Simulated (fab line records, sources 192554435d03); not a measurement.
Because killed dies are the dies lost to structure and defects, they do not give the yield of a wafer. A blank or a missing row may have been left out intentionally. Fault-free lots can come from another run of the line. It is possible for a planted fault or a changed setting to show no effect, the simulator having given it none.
fab line records	flow n5Finfet
record: lots: 7	wafers: 21
route steps=1938 shown GATE_CUT@480 MOL_CONTACT_COAG@517 BEOL_M0_SAQP@658 BEOL_M1@797 BEOL_M2@841 BEOL_M3@957
startH: hours from the record's first day to the start of the lot's first wafer shown	waitH: hours from the lot's prior step to this one	" repeats the value in the row above	L1.1+2: several wafers, shown together as one row	- no value, or no start given	* or withheld: withheld	< > ~ a bound
route shown NAME@n: a module of which the file shows steps, and the number in the route of the first	usual: average and standard deviation across the fault-free wafers	same: alike in all rows	chamber/n: place in a boat	sites: per-site readings	_std_site: the values' standard deviation	_edge_site: outer sites' mean less inner sites'	radiusMm: how far each site lies from the wafer's centre	mask NAME#n: copy n	behind: tool/chamber where the wafer was last shaped	hold: reason for holding the lot/hours on hold/outcome of the hold	device: the transistor (n, p or np) that didn't switch	end of line: at the end of the route, the tests of the same wafers	where a step has no rows: the recipe by itself	killed: the dies lost at the first sort to structure and to defects; this is not the yield of the wafer	map: shows each die of a wafer: x if killed, . if not, _ if none is there
set.NAME: the setting the step ran with; set.NAME@STEP: the setting that earlier step ran with	model.NAME: the simulator's own value behind a step, which no gauge read
lots whose settings were changed on purpose; a table a step, a row a wafer
== steps ==
step: N5_GATE_CUT_COAT_27
recipe: resist: underlayer	tempC: 205	timeS: 60	spinRpm: 1500	resistThkNm: 10
lot.wafer	tool	chamber	startH	waitH	set.spinRpm	model.underlayer_of_GATE_CUT_COAT_27.thkNm
L074.1+2	lithoTrack-03	0	-	-	1617	9.6
L074.5	"	0	"	"	1500	10
L081.1+5+6	lithoTrack-04	0	-	-	1500	10
L089.3	lithoTrack-04	0	-	-	1500	10
L089.5+6	"	0	"	"	1402	10.2
L090.1+4	lithoTrack-05	0	-	-	1500	10
L090.2	"	0	"	"	1450	10.2
L091.2+3+4	lithoTrack-04	0	-	-	1500	10
L093.1	lithoTrack-03	0	-	-	1421	10.2
L093.3+4	"	0	"	"	1500	10
L096.2+5	lithoTrack-05	0	-	-	1625	9.6
L096.3	"	0	"	"	1500	10
step: N5_GATE_CUT_COAT_07
recipe: resist: CAR-EUV	spinRpm: 1500	resistThkNm: 30
step: N5_GATE_CUT_EBR_09
recipe: solvent: PGMEA	ebrWidthMm: 1.5
step: N5_GATE_CUT_DESCUM_18
recipe: chemistry: O2	timeS: 7	sourcePowerW: 50	biasPowerW: 20	pressureMtorr: 20	rfFrequencyHz: 2.712e+07	tempC: 40	resist: CAR-EUV	o2FlowSccm: 225
step: N5_GATE_CUT_ETCH_28
recipe: chemistry: N2/H2	target: underlayer	targetDepthA: 130	maskMaterial: CAR-EUV	timeS: 10.4	ionEnergyEv: 200	pressureMtorr: 30	sourceW: 840	biasW: 150	n2FlowSccm: 200	h2FlowSccm: 200	ends: cleared
lot.wafer	tool	chamber	startH	waitH	set.spinRpm@GATE_CUT_COAT_27	model.etch.depthNm
L074.1	rieDiel-04	0	83.74	0.0	1617	9.608
L074.2	"	3	"	"	1617	9.594
L074.5	"	1	"	"	1500	9.99
L081.1	rieDiel-06	2	125.80	0.0	1500	9.933
L081.5	"	1	"	"	1500	9.923
L081.6	"	2	"	"	1500	9.912
L089.3	rieDiel-03	3	175.94	0.0	1500	9.939
L089.5+6	"	3,0	"	"	1402	10.3
L090.1	rieDiel-03	0	184.15	0.0	1500	9.979
L090.2	"	1	"	"	1450	10.17
L090.4	"	0	"	"	1500	9.981
L091.2	rieDiel-04	3	193.22	0.0	1500	9.947
L091.3	"	1	"	"	1500	9.958
L091.4	"	1	"	"	1500	9.984
L093.1	rieDiel-04	3	202.37	0.0	1421	10.26
L093.3	"	1	"	"	1500	9.983
L093.4	"	0	"	"	1500	9.996
L096.2	rieDiel-06	3	224.89	0.0	1625	9.627
L096.3	"	0	"	"	1500	10.01
L096.5	"	1	"	"	1625	9.6
step: N5_MOL_CONTACT_COAG_COAT_103
recipe: resist: SOC	tempC: 250	timeS: 60	spinRpm: 1500	resistThkNm: 80
lot.wafer	tool	chamber	startH	waitH	set.spinRpm	model.SOC_of_MOL_CONTACT_COAG_COAT_103.thkNm
L074.1+5	lithoTrack-02	0	87.11	0.0	1500	79.8
L074.2	"	0	"	"	1343	84.2
L081.1+6	lithoTrack-04	0	130.33	0.0	1500	80.2
L081.5	"	0	"	"	1500	80
L089.3+6	lithoTrack-02	0	180.66	0.0	1500	80.2
L089.5	"	0	"	"	1546	79
L090.1	lithoTrack-01	0	187.63	0.0	1568	78.4
L090.2	"	0	"	"	1500	80.4
L090.4	"	0	"	"	1568	78.6
L091.2	lithoTrack-01	0	196.70	0.0	1370	84
L091.3	"	0	"	"	1370	84.2
L091.4	"	0	"	"	1500	80.4
L093.1	lithoTrack-01	0	205.73	0.0	1500	80.2
L093.3+4	"	0	"	"	1445	81.8
L096.2	lithoTrack-01	0	229.36	0.0	1578	78.2
L096.3	"	0	"	"	1578	78.4
L096.5	"	0	"	"	1500	80.4
step: N5_MOL_CONTACT_COAG_COAT_104
recipe: resist: SiARC	tempC: 220	timeS: 60	spinRpm: 1500	resistThkNm: 12
step: N5_MOL_CONTACT_COAG_COAT_58
recipe: resist: underlayer	tempC: 205	timeS: 60	spinRpm: 1500	resistThkNm: 10
step: N5_MOL_CONTACT_COAG_ETCH_59
recipe: chemistry: N2/H2	target: underlayer	targetDepthA: 130	maskMaterial: CAR-EUV	timeS: 10.4	ionEnergyEv: 200	pressureMtorr: 30	sourceW: 840	biasW: 150	n2FlowSccm: 200	h2FlowSccm: 200	ends: cleared
step: N5_MOL_CONTACT_COAG_ETCH_105
recipe: chemistry: CF4	target: SiARC	targetDepthA: 156	maskMaterial: CAR-EUV	timeS: 26	ionEnergyEv: 80	pressureMtorr: 40	sourceW: 545	biasW: 36	Ar_flow_sccm: 100	cf4FlowSccm: 100	ends: cleared
step: N5_MOL_CONTACT_COAG_ETCH_106
recipe: chemistry: N2/H2	target: SOC	targetDepthA: 800	overetchA: 160	maskMaterial: SiARC	tempC: 40	timeS: 120	ionEnergyEv: 200	pressureMtorr: 30	sourceW: 840	biasW: 150	n2FlowSccm: 200	h2FlowSccm: 200
lot.wafer	tool	chamber	startH	waitH	set.spinRpm@MOL_CONTACT_COAG_COAT_103	model.etch.depthNm
L074.1	rieDiel-02	3	87.73	0.0	1500	79.89
L074.2	"	1	"	"	1343	84.11
L074.5	"	0	"	"	1500	79.71
L081.1	rieDiel-01	3	131.90	0.0	1500	80.17
L081.5	"	3	"	"	1500	79.99
L081.6	"	2	"	"	1500	80.11
L089.3	rieDiel-01	3	181.50	0.0	1500	80.2
L089.5	"	3	"	"	1546	78.96
L089.6	"	2	"	"	1500	80.26
L090.1	rieDiel-05	3	188.10	0.0	1568	78.46
L090.2	"	0	"	"	1500	80.33
L090.4	"	0	"	"	1568	78.53
L091.2	rieDiel-02	1	197.17	0.0	1370	84.09
L091.3	"	0	"	"	1370	84.11
L091.4	"	3	"	"	1500	80.32
L093.1	rieDiel-01	2	206.32	0.0	1500	80.3
L093.3	"	1	"	"	1445	81.9
L093.4	"	2	"	"	1445	81.77
L096.2	rieDiel-01	0	230.12	0.0	1578	78.27
L096.3	"	2	"	"	1578	78.34
L096.5	"	1	"	"	1500	80.3
step: N5_MOL_CONTACT_COAG_STRIP_107
recipe: chemistry: N2/H2	tempC: 40	n2FlowSccm: 200	h2FlowSccm: 200	rfFrequencyHz: 6e+07
step: N5_MOL_CONTACT_COAG_STRIP_108
recipe: chemistry: N2/H2	tempC: 40	n2FlowSccm: 200	h2FlowSccm: 200	rfFrequencyHz: 6e+07
step: N5_MOL_CONTACT_COAG_CONTACT_ETCH_14
recipe: chemistry: C4F6/O2	target: SiO2	targetDepthA: 275	overetchA: 85	maskMaterial: SOC	pressureMtorr: 30	sourceW: 370	biasW: 185	Ar_flow_sccm: 300	C4F6_flow_sccm: 16	O2_flow_sccm: 10	timeS: 20	ionEnergyEv: 259.6
step: N5_MOL_CONTACT_COAG_STRIP_109
recipe: chemistry: C4F6/O2	resist: SiARC	rfFrequencyHz: 6e+07
step: N5_MOL_CONTACT_COAG_ETCH_15
recipe: chemistry: CH3F/O2	target: SiNx	targetDepthA: 70	maskMaterial: SOC	stopOn: Si:P	overEtchFrac: 0.75	ionEnergyEv: 120	pressureMtorr: 30	sourceW: 395	biasW: 73	Ar_flow_sccm: 150	CH3F_flow_sccm: 30	O2_flow_sccm: 20
lot.wafer	tool	chamber	startH	waitH	set.spinRpm@MOL_CONTACT_COAG_COAT_103	model.SOC_of_MOL_CONTACT_COAG_COAT_103.thkNm
L074.1+5	rieDiel-02	3,0	87.87	0.0	1500	74.8
L074.2	"	1	"	"	1343	79.6
L081.1	rieDiel-01	3	132.03	0.0	1500	75.4
L081.5	"	3	"	"	1500	75.2
L081.6	"	2	"	"	1500	75.6
L089.3	rieDiel-01	3	181.64	0.0	1500	75.6
L089.5	"	3	"	"	1546	74.2
L089.6	"	2	"	"	1500	75.8
L090.1+4	rieDiel-05	3,0	188.24	0.0	1568	73.6
L090.2	"	0	"	"	1500	75.4
L091.2	rieDiel-02	1	197.31	0.0	1370	79.6
L091.3	"	0	"	"	1370	79.4
L091.4	"	3	"	"	1500	75.4
L093.1	rieDiel-01	2	206.46	0.0	1500	75.8
L093.3	"	1	"	"	1445	77
L093.4	"	2	"	"	1445	77.2
L096.2	rieDiel-01	0	230.26	0.0	1578	73.4
L096.3	"	2	"	"	1578	73.8
L096.5	"	1	"	"	1500	75.6
step: N5_MOL_CONTACT_COAG_ALD_133
recipe: material: SiO2	targetThkA: 50	tempC: 100	aldPrecursorFamily: BDEAS	aldCoReactant: O2-plasma	pulseTimeS: 1	coReactantPulseTimeS: 1	purgeTimeS: 2	coReactantPurgeTimeS: 2	aldCycles: 35	pressureTorr: 2
lot.wafer	tool	chamber	startH	waitH	set.aldCycles	model.SiO2_of_MOL_CONTACT_COAG_ALD_133.thkNm
L074.1+5	aldSin-04	0,1	102.16	0.3	35	5
L074.2	"	2	"	"	38	5.4
L081.1+5+6	aldSin-04	1,3,0	145.83	0.1	35	5
L089.3+5+6	aldSin-02	3,2,1	193.71	0.1	35	5
L090.1	aldSin-02	0	199.50	0.1	30	4.2
L090.2+4	"	3,2	"	"	30	4.4
L091.2+3+4	aldSin-04	1,0,3	210.77	0.1	35	5
L093.1	aldSin-02	2	219.28	0.1	40	5.8
L093.3	"	0	"	"	40	5.6
L093.4	"	3	"	"	35	5
L096.2+3+5	aldSin-02	2,1,1	240.76	0.1	35	5
step: N5_BEOL_M0_SAQP_MANDREL_ETCH_20
recipe: targetDepthA: 600	chemistry: HBr/Cl2	target: a-Si	stopOn: SiNx	btTimeS: 10	maskMaterial: SOC	overEtchFrac: 0.5	timeS: 30	pressureMtorr: 10	icpW: 800	biasW: 75	HBr_flow_sccm: 150	Cl2_flow_sccm: 80	ends: endPoint
lot.wafer	tool	chamber	startH	waitH	set.icpW	model.SOC_of_BEOL_M0_SAQP_COAT_81.thkNm
L074.1	rieSi-04	3	108.77	0.0	800	75.8
L074.2	"	0	"	"	664.4	76.8
L074.5	"	2	"	"	664.4	77
L081.1+5	rieSi-06	0	155.16	0.0	800	77.2
L081.6	"	3	"	"	800	76.8
L089.3	rieSi-01	2	201.35	0.0	800	75.2
L089.5	"	2	"	"	800	75
L089.6	"	3	"	"	854.2	74.6
L090.1	rieSi-04	3	208.41	0.0	898.6	74.8
L090.2	"	0	"	"	800	75
L090.4	"	2	"	"	800	75.6
L091.2	rieSi-06	2	217.84	0.0	800	77
L091.3	"	3	"	"	930.7	75.4
L091.4	"	0	"	"	930.7	75.2
L093.1	rieSi-01	0	227.19	0.0	927.5	74.2
L093.3	"	3	"	"	927.5	73.8
L093.4	"	2	"	"	800	75.2
L096.2	rieSi-01	1	246.76	0.0	800	76.4
L096.3+5	"	0	"	"	800	75.8
step: N5_BEOL_M1_VIA_ETCH_34
recipe: chemistry: C4F6/O2	targetDepthA: 678	maskMaterial: SOC	pressureMtorr: 15	ionEnergyEv: 250	taperDeg: 4	timeS: 64.4	sourceW: 350	biasW: 170	Ar_flow_sccm: 300	C4F6_flow_sccm: 10	O2_flow_sccm: 10
usual: rfVppV: 658/17
lot.wafer	tool	chamber	startH	waitH	set.biasW	rfVppV
L074.1	rieDiel-03	0	125.60	0.0	162.2	627
L074.2	"	2	"	"	162.2	625
L074.5	"	2	"	"	170	649
L081.1	rieDiel-06	3	173.55	0.0	170	635
L081.5	"	1	"	"	170	657
L081.6	"	0	"	"	170	655
L089.3	rieDiel-03	2	216.38	0.0	148.7	584
L089.5	"	0	"	"	170	648
L089.6	"	3	"	"	170	650
L090.1	rieDiel-03	1	230.08	0.0	150.5	593
L090.2	"	0	"	"	170	648
L090.4	"	2	"	"	150.5	589
L091.2	rieDiel-04	3	236.12	0.0	179.6	683
L091.3	"	1	"	"	179.6	694
L091.4	"	0	"	"	170	659
L093.1	rieDiel-03	2	249.62	0.0	170	648
L093.3	"	0	"	"	170	647
L093.4	"	1	"	"	170	653
L096.2	rieDiel-03	1	270.81	0.0	170	651
L096.3	"	2	"	"	179	676
L096.5	"	0	"	"	170	647
step: N5_BEOL_M1_TRENCH_ETCH_37
recipe: chemistry: C4F6/O2	targetDepthA: 552.07	target: SiOC	timeS: 29	ionEnergyEv: 250	pressureMtorr: 30	sourceW: 355	biasW: 185	Ar_flow_sccm: 300	C4F6_flow_sccm: 10	O2_flow_sccm: 10
lot.wafer	tool	chamber	startH	waitH	set.timeS	model.BEOL_M1.featureDepthNm	model.etch.depthNm
L074.1	rieDiel-03	0	-	-	27.22	53.2	53.29
L074.2	"	2	"	"	29	54.6	54.61
L074.5	"	2	"	"	29	54.4	54.4
L081.1	rieDiel-06	3	-	-	29	55.4	55.39
L081.5	"	1	"	"	29	55.8	55.72
L081.6	"	0	"	"	29	55.2	55.18
L089.3	rieDiel-03	2	-	-	29	55.4	55.45
L089.5	"	0	"	"	29	56	56.08
L089.6	"	3	"	"	29	53.8	53.89
L090.1	rieDiel-03	1	-	-	29	55.6	55.55
L090.2	"	0	"	"	29	56.8	56.77
L090.4	"	2	"	"	34.26	66	66
L091.2	rieDiel-04	3	-	-	29	55	54.96
L091.3	"	1	"	"	29	52.2	52.14
L091.4	"	0	"	"	29	54.6	54.6
L093.1	rieDiel-03	2	-	-	33	64.6	64.67
L093.3	"	0	"	"	33	65.8	65.8
L093.4	"	1	"	"	29	56	55.98
L096.2	rieDiel-03	1	-	-	29	56	55.9
L096.3	"	2	"	"	27.07	52.4	52.35
L096.5	"	0	"	"	29	56.8	56.79
step: N5_BEOL_M1_ETCH_41
recipe: chemistry: CH3F/O2	target: SiCN	targetDepthA: 319	taperDeg: 2	timeS: 57.8	ionEnergyEv: 120	maskMaterial: TiN	pressureMtorr: 30	sourceW: 395	biasW: 75	Ar_flow_sccm: 150	CH3F_flow_sccm: 30	O2_flow_sccm: 20
step: N5_BEOL_M1_STRIP_97
recipe: chemistry: N2/H2	timeS: 10	powerW: 450	tempC: 40	pressureMtorr: 20	rfFrequencyHz: 6e+07	biasPowerW: 7	n2FlowSccm: 200	h2FlowSccm: 200
step: N5_BEOL_M1_OCD_MEAS_38
usual: trenchDepthNm: 55.1/1.1
lot.wafer	tool	chamber	startH	waitH	set.timeS@BEOL_M1_TRENCH_ETCH_37	trenchDepthNm
L074.1	ocd-02	-	125.86	-	27.22	53.4
L074.2	"	-	"	"	29	54.8
L074.5	"	-	"	"	29	54.0
L081.1	ocd-02	-	173.80	-	29	55.4
L081.5	"	-	"	"	29	55.5
L081.6	"	-	"	"	29	55.7
L089.3	ocd-02	-	216.69	-	29	55.5
L089.5	"	-	"	"	29	56.1
L089.6	"	-	"	"	29	53.7
L090.1	ocd-02	-	230.33	-	29	55.8
L090.2	"	-	"	"	29	56.6
L090.4	"	-	"	"	34.26	65.5
L091.2	ocd-02	-	236.38	-	29	55.3
L091.3	"	-	"	"	29	52.4
L091.4	"	-	"	"	29	54.7
L093.1	ocd-02	-	249.88	-	33	64.5
L093.3	"	-	"	"	33	65.6
L093.4	"	-	"	"	29	55.8
L096.2	ocd-01	-	271.07	-	29	56.2
L096.3	"	-	"	"	27.07	52.5
L096.5	"	-	"	"	29	56.1
step: N5_BEOL_M2_ILD_DEP_00
recipe: material: SiOC	targetThkA: 790	tempC: 350	precursor: DEMS/O2	pressureTorr: 5	rfW: 500	timeS: 15.3
lot.wafer	tool	chamber	startH	waitH	set.timeS	model.SiOC_of_BEOL_M2_ILD_DEP_00.thkNm
L074.1	pecvd-03	2	130.94	0.0	15.3	78.2
L074.2	"	0	"	"	15.3	79.8
L074.5	"	0	"	"	15.3	80.6
L081.1	pecvd-03	1	177.82	0.0	15.3	77.2
L081.5	"	2	"	"	15.3	79.4
L081.6	"	1	"	"	15.3	79.6
L089.3	pecvd-04	0	222.08	0.0	15.3	77.2
L089.5	"	0	"	"	15.3	79.2
L089.6	"	2	"	"	15.3	78.4
L090.1	pecvd-04	0	234.69	0.0	15.3	77
L090.2	"	1	"	"	14.11	71
L090.4	"	1	"	"	14.11	71.6
L091.2+4	pecvd-03	0	240.76	0.0	13.33	69.4
L091.3	"	1	"	"	15.3	79
L093.1	pecvd-01	1	255.66	0.0	13.39	70.4
L093.3	"	2	"	"	15.3	79.8
L093.4	"	1	"	"	13.39	71
L096.2	pecvd-04	0	275.04	0.0	15.3	79
L096.3	"	2	"	"	15.3	78
L096.5	"	1	"	"	15.3	80.2
step: N5_BEOL_M2_THK_MEAS_01
recipe: reads: SiOC_of_BEOL_M2_ILD_DEP_00
usual: M2_ILD_THK: 79.0/1.2
lot.wafer	tool	chamber	startH	waitH	set.timeS@BEOL_M2_ILD_DEP_00	M2_ILD_THK[nm]
L074.1	filmMetro-01	-	131.01	0.0	15.3	78.2
L074.2	"	-	"	"	15.3	79.9
L074.5	"	-	"	"	15.3	80.6
L081.1	filmMetro-02	-	177.91	0.1	15.3	77.2
L081.5	"	-	"	"	15.3	79.3
L081.6	"	-	"	"	15.3	79.6
L089.3	filmMetro-02	-	222.15	0.1	15.3	77.1
L089.5	"	-	"	"	15.3	79.1
L089.6	"	-	"	"	15.3	78.5
L090.1	filmMetro-02	-	234.76	0.0	15.3	77.0
L090.2	"	-	"	"	14.11	71.1
L090.4	"	-	"	"	14.11	71.6
L091.2	filmMetro-02	-	240.83	0.1	13.33	69.5
L091.3	"	-	"	"	15.3	78.9
L091.4	"	-	"	"	13.33	69.3
L093.1	filmMetro-01	-	255.73	0.0	13.39	70.6
L093.3	"	-	"	"	15.3	79.8
L093.4	"	-	"	"	13.39	70.9
L096.2	filmMetro-01	-	275.11	0.1	15.3	79.0
L096.3	"	-	"	"	15.3	78.0
L096.5	"	-	"	"	15.3	80.2
step: N5_BEOL_M2_PECVD_72
recipe: material: SiO2	targetThkA: 160	tempC: 400	precursor: TEOS/O2	pressureTorr: 5.5	rfW: 450	teosFlowSccm: 53.8	gas: O2	flowSccm: 3000	timeS: 18
lot.wafer	tool	chamber	startH	waitH	set.timeS	model.SiO2_of_BEOL_M2_PECVD_72.thkNm
L074.1	pecvd-01	1	131.05	0.0	16.01	14.2
L074.2	"	0	"	"	18	16.4
L074.5	"	2	"	"	16.01	14.6
L081.1+6	pecvd-03	2,1	177.94	0.0	18	16.2
L081.5	"	2	"	"	18	16.4
L089.3	pecvd-03	1	222.18	0.0	18	15.8
L089.5	"	0	"	"	18	16.6
L089.6	"	2	"	"	18	16.2
L090.1+2+4	pecvd-01	2,0,2	234.80	0.0	18	16.4
L091.2	pecvd-04	1	240.87	0.0	19.39	16.8
L091.3	"	0	"	"	19.39	17
L091.4	"	0	"	"	19.39	17.4
L093.1+3	pecvd-03	1,0	255.76	0.0	18	16.2
L093.4	"	0	"	"	18	16.4
L096.2	pecvd-03	2	275.15	0.0	16.97	15.2
L096.3	"	1	"	"	16.97	15.4
L096.5	"	0	"	"	18	16.6
step: N5_BEOL_M2_DESCUM_33
recipe: chemistry: O2	timeS: 7	sourcePowerW: 50	biasPowerW: 20	pressureMtorr: 20	rfFrequencyHz: 2.712e+07	tempC: 40	resist: CAR-EUV	o2FlowSccm: 225
lot.wafer	tool	chamber	startH	waitH	set.timeS	model.CAR-EUV_of_BEOL_M2_COAT_22.thkNm
L074.1	rieDiel-01	0	133.37	0.2	7.606	25.6
L074.2	"	2	"	"	7	26.2
L074.5	"	1	"	"	7	26
L081.1+5+6	rieDiel-05	3,2,3	179.62	0.0	7	26
L089.3	rieDiel-05	1	227.01	0.0	7.657	25.8
L089.5	"	0	"	"	7	26
L089.6	"	3	"	"	7	26.2
L090.1	rieDiel-01	3	237.39	0.0	7	26
L090.2+4	"	1,2	"	"	7	26.2
L091.2	rieDiel-02	0	243.31	0.2	7	26.2
L091.3	"	2	"	"	7.587	25.8
L091.4	"	1	"	"	7.587	26
L093.1+3	rieDiel-05	3,2	257.61	0.1	8.493	25.4
L093.4	"	0	"	"	7	26.2
L096.2	rieDiel-05	2	278.51	0.0	7.818	25.8
L096.3	"	1	"	"	7	26
L096.5	"	1	"	"	7	26.2
step: N5_BEOL_M2_ETCH_77
recipe: chemistry: N2/H2	target: underlayer	targetDepthA: 65	maskMaterial: CAR-EUV	timeS: 5.2	ionEnergyEv: 200	pressureMtorr: 30	sourceW: 840	biasW: 150	n2FlowSccm: 200	h2FlowSccm: 200	ends: cleared
lot.wafer	tool	chamber	startH	waitH	set.timeS@BEOL_M2_DESCUM_33	model.CAR-EUV_of_BEOL_M2_COAT_22.thkNm
L074.1	rieDiel-01	0	133.40	0.0	7.606	19.8
L074.2+5	"	2,1	"	"	7	20.4
L081.1	rieDiel-05	3	179.65	0.0	7	20.2
L081.5+6	"	2,3	"	"	7	20.4
L089.3	rieDiel-05	1	227.04	0.0	7.657	20.2
L089.5+6	"	0,3	"	"	7	20.4
L090.1+2+4	rieDiel-01	3,1,2	237.42	0.0	7	20.4
L091.2	rieDiel-02	0	243.34	0.0	7	20.4
L091.3+4	"	2,1	"	"	7.587	20.2
L093.1+3	rieDiel-05	3,2	257.65	0.0	8.493	19.8
L093.4	"	0	"	"	7	20.4
L096.2	rieDiel-05	2	278.55	0.0	7.818	20.2
L096.3	"	1	"	"	7	20.4
L096.5	"	1	"	"	7	20.6
step: N5_BEOL_M3_COAT_67
recipe: resist: SOC	tempC: 250	timeS: 60	spinRpm: 1500	resistThkNm: 60
lot.wafer	tool	chamber	startH	waitH	set.spinRpm	model.SOC_of_BEOL_M3_COAT_67.thkNm
L074.1	lithoTrack-01	0	142.84	0.0	1500	60
L074.2	"	0	"	"	1558	58.8
L074.5	"	0	"	"	1500	59.8
L081.1	lithoTrack-04	0	191.55	0.0	1500	60
L081.5+6	"	0	"	"	1500	59.8
L089.3+6	lithoTrack-01	0	240.99	0.0	1500	60.2
L089.5	"	0	"	"	1500	60
L090.1+4	lithoTrack-01	0	246.41	0.0	1500	60
L090.2	"	0	"	"	1392	62.4
L091.2+4	lithoTrack-02	0	251.89	0.0	1500	60
L091.3	"	0	"	"	1600	58.2
L093.1	lithoTrack-01	0	275.93	0.0	1500	60
L093.3	"	0	"	"	1436	61.4
L093.4	"	0	"	"	1436	61.2
L096.2	lithoTrack-04	0	289.04	0.0	1500	60
L096.3+5	"	0	"	"	1579	58.6
== key ==
split: step: N5_GATE_CUT_COAT_27	setting: spinRpm	stated: 1500	by: wafer
response: step: N5_GATE_CUT_COAT_27	reading: model.underlayer_of_GATE_CUT_COAT_27.thkNm	change: -0.0448	per: 1%	r: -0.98
response: step: N5_GATE_CUT_ETCH_28	reading: model.etch.depthNm	change: -0.0506	per: 1%	r: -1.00
split: step: N5_MOL_CONTACT_COAG_COAT_103	setting: spinRpm	stated: 1500	by: wafer
response: step: N5_MOL_CONTACT_COAG_COAT_103	reading: model.SOC_of_MOL_CONTACT_COAG_COAT_103.thkNm	change: -0.42	per: 1%	r: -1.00
response: step: N5_MOL_CONTACT_COAG_ETCH_106	reading: model.etch.depthNm	change: -0.416	per: 1%	r: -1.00
response: step: N5_MOL_CONTACT_COAG_ETCH_15	reading: model.SOC_of_MOL_CONTACT_COAG_COAT_103.thkNm	change: -0.446	per: 1%	r: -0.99
split: step: N5_MOL_CONTACT_COAG_ALD_133	setting: aldCycles	stated: 35	by: wafer
response: step: N5_MOL_CONTACT_COAG_ALD_133	reading: model.SiO2_of_MOL_CONTACT_COAG_ALD_133.thkNm	change: +0.0484	per: 1%	r: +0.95
split: step: N5_BEOL_M0_SAQP_MANDREL_ETCH_20	setting: icpW	stated: 800	by: wafer
response: step: N5_BEOL_M0_SAQP_MANDREL_ETCH_20	reading: model.SOC_of_BEOL_M0_SAQP_COAT_81.thkNm	change: -0.0746	per: 1%	r: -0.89
split: step: N5_BEOL_M1_VIA_ETCH_34	setting: biasW	stated: 170	by: wafer
response: step: N5_BEOL_M1_VIA_ETCH_34	reading: rfVppV	change: +5.09	per: 1%	r: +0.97
split: step: N5_BEOL_M1_TRENCH_ETCH_37	setting: timeS	stated: 29	by: wafer
response: step: N5_BEOL_M1_TRENCH_ETCH_37	reading: model.BEOL_M1.featureDepthNm	change: +0.564	per: 1%	r: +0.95
response: step: N5_BEOL_M1_TRENCH_ETCH_37	reading: model.etch.depthNm	change: +0.566	per: 1%	r: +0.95
response: step: N5_BEOL_M1_OCD_MEAS_38	reading: trenchDepthNm	change: +0.544	per: 1%	r: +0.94
split: step: N5_BEOL_M2_ILD_DEP_00	setting: timeS	stated: 15.3	by: wafer
response: step: N5_BEOL_M2_ILD_DEP_00	reading: model.SiOC_of_BEOL_M2_ILD_DEP_00.thkNm	change: +0.737	per: 1%	r: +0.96
response: step: N5_BEOL_M2_THK_MEAS_01	reading: M2_ILD_THK	change: +0.734	per: 1%	r: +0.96
split: step: N5_BEOL_M2_PECVD_72	setting: timeS	stated: 18	by: wafer
response: step: N5_BEOL_M2_PECVD_72	reading: model.SiO2_of_BEOL_M2_PECVD_72.thkNm	change: +0.191	per: 1%	r: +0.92
split: step: N5_BEOL_M2_DESCUM_33	setting: timeS	stated: 7	by: wafer
response: step: N5_BEOL_M2_DESCUM_33	reading: model.CAR-EUV_of_BEOL_M2_COAT_22.thkNm	change: -0.0366	per: 1%	r: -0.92
response: step: N5_BEOL_M2_ETCH_77	reading: model.CAR-EUV_of_BEOL_M2_COAT_22.thkNm	change: -0.0304	per: 1%	r: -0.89
split: step: N5_BEOL_M3_COAT_67	setting: spinRpm	stated: 1500	by: wafer
response: step: N5_BEOL_M3_COAT_67	reading: model.SOC_of_BEOL_M3_COAT_67.thkNm	change: -0.296	per: 1%	r: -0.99
